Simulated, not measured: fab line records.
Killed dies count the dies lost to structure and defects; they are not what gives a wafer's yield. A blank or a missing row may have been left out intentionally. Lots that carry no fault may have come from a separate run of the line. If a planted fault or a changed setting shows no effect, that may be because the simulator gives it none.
Which tool did it? | flow n5-finfet | Sampling: 12 lots, 36 wafers, 5 of 1938 route steps

== WHAT THE GAUGES READ, wafer by wafer ==
N5_BEOL_M8_THK_MEAS_01.
lot  | measured     | on            | M8_ILD_THK (nm)
L074 | day 9 08:42  | film-metro-01 | 155.5 157.8 156.4
L077 | day 10 03:24 | film-metro-01 | 153.8 153.1 156.2
L079 | day 10 07:05 | film-metro-01 | 154.1 155.6 155.1
L081 | day 10 13:02 | film-metro-01 | 158.7 158.3 156.7
L083 | day 11 02:16 | film-metro-02 | 154.6 154.3 155.2
L085 | day 11 08:47 | film-metro-01 | 153.6 150.7 154.1
L088 | day 15 01:14 | film-metro-02 | 153.6 153.9 154.7
L093 | day 15 05:10 | film-metro-02 | 153.0 153.3 154.5
L094 | day 15 13:18 | film-metro-02 | 153.5 156.5 155.3
L091 | day 15 22:01 | film-metro-02 | 151.9 154.3 154.5
L095 | day 16 02:23 | film-metro-02 | 151.0 157.2 154.7
L092 | day 16 11:28 | film-metro-01 | 152.5 151.3 155.1

== WHICH TOOL RAN EACH LOT (tool, then ch and the chambers of the sampled wafers, then the start) ==
lot  | N5_BEOL_M7_ETCH_66                 | N5_BEOL_M7_STRIP_36                | N5_BEOL_M7_PRE_CLEAN_45      | N5_BEOL_M8_CURE_74
L074 | rie-diel-02 ch 0,1,2, day 9 04:32  | rie-diel-02 ch 0,1,2, day 9 04:41  | pvd-sputter-02, day 9 05:52  | uv-cure-02 ch 0, day 9 08:16
L077 | rie-diel-04 ch 1,3, day 9 22:28    | rie-diel-04 ch 1,3, day 9 22:37    | pvd-sputter-02, day 9 23:33  | uv-cure-03 ch 2, day 10 02:34
L079 | rie-diel-03 ch 1,2,3, day 10 03:36 | rie-diel-03 ch 1,2,3, day 10 03:46 | pvd-sputter-01, day 10 04:31 | uv-cure-02 ch 2, day 10 06:40
L081 | rie-diel-03 ch 2,3, day 10 09:31   | rie-diel-03 ch 2,3, day 10 09:40   | pvd-sputter-03, day 10 10:31 | uv-cure-01 ch 1, day 10 12:41
L083 | rie-diel-02 ch 0,1, day 10 22:34   | rie-diel-02 ch 0,1, day 10 22:43   | pvd-sputter-01, day 10 23:37 | uv-cure-02 ch 1, day 11 01:54
L085 | rie-diel-04 ch 0,1,3, day 11 05:38 | rie-diel-04 ch 0,1,3, day 11 05:47 | pvd-sputter-02, day 11 06:38 | uv-cure-03 ch 2, day 11 08:16
L088 | rie-diel-02 ch 0,1,3, day 14 21:43 | rie-diel-02 ch 0,1,3, day 14 21:52 | pvd-sputter-02, day 14 22:49 | uv-cure-02 ch 2, day 15 00:43
L093 | rie-diel-03 ch 2,3, day 15 01:44   | rie-diel-03 ch 2,3, day 15 01:54   | pvd-sputter-02, day 15 02:58 | uv-cure-02 ch 2, day 15 04:49
L094 | rie-diel-04 ch 1,2,3, day 15 08:45 | rie-diel-04 ch 1,2,3, day 15 08:54 | pvd-sputter-02, day 15 10:05 | uv-cure-02 ch 2, day 15 12:47
L091 | rie-diel-04 ch 0,1,3, day 15 18:51 | rie-diel-04 ch 0,1,3, day 15 19:00 | pvd-sputter-02, day 15 19:45 | uv-cure-01 ch 0, day 15 21:40
L095 | rie-diel-03 ch 2,3, day 15 21:10   | rie-diel-03 ch 2,3, day 15 21:19   | pvd-sputter-02, day 15 22:10 | uv-cure-03 ch 1, day 16 02:02
L092 | rie-diel-02 ch 0,1,2, day 16 05:59 | rie-diel-02 ch 0,1,2, day 16 06:08 | pvd-sputter-01, day 16 07:16 | uv-cure-01 ch 0, day 16 10:28
- N5_BEOL_M7_ETCH_66: etches SOC in N2/H2, target depth 80 nm, overetch 16 nm, time 120 s.
- N5_BEOL_M7_STRIP_36: strips in N2/H2.
- N5_BEOL_M7_PRE_CLEAN_45: time 30 s.
- N5_BEOL_M8_CURE_74: cures SiCOH lowk, time 240 s.

== THE ANSWER, worked out from the rows above alone ==
Rule: the usual values come from the lots themselves. Put in order of their means at a reading, lots are off if they are a third of the lots or fewer, leave a main group of 4 or more, and stand apart from it by a gap of 3 or more times the standard deviation of the main group's means; of several such gaps the widest counts. The tables above print the reading to a certain number of digits; a main group whose means all agree to those digits is not used. Also off: a lot with no number at a reading for which 4 or more lots have one. The other lots that the step has rows for count as sound.
No lot is off at any reading shown: from this, nothing can be told.

== WHAT THE SIMULATOR HAD PUT IN ==
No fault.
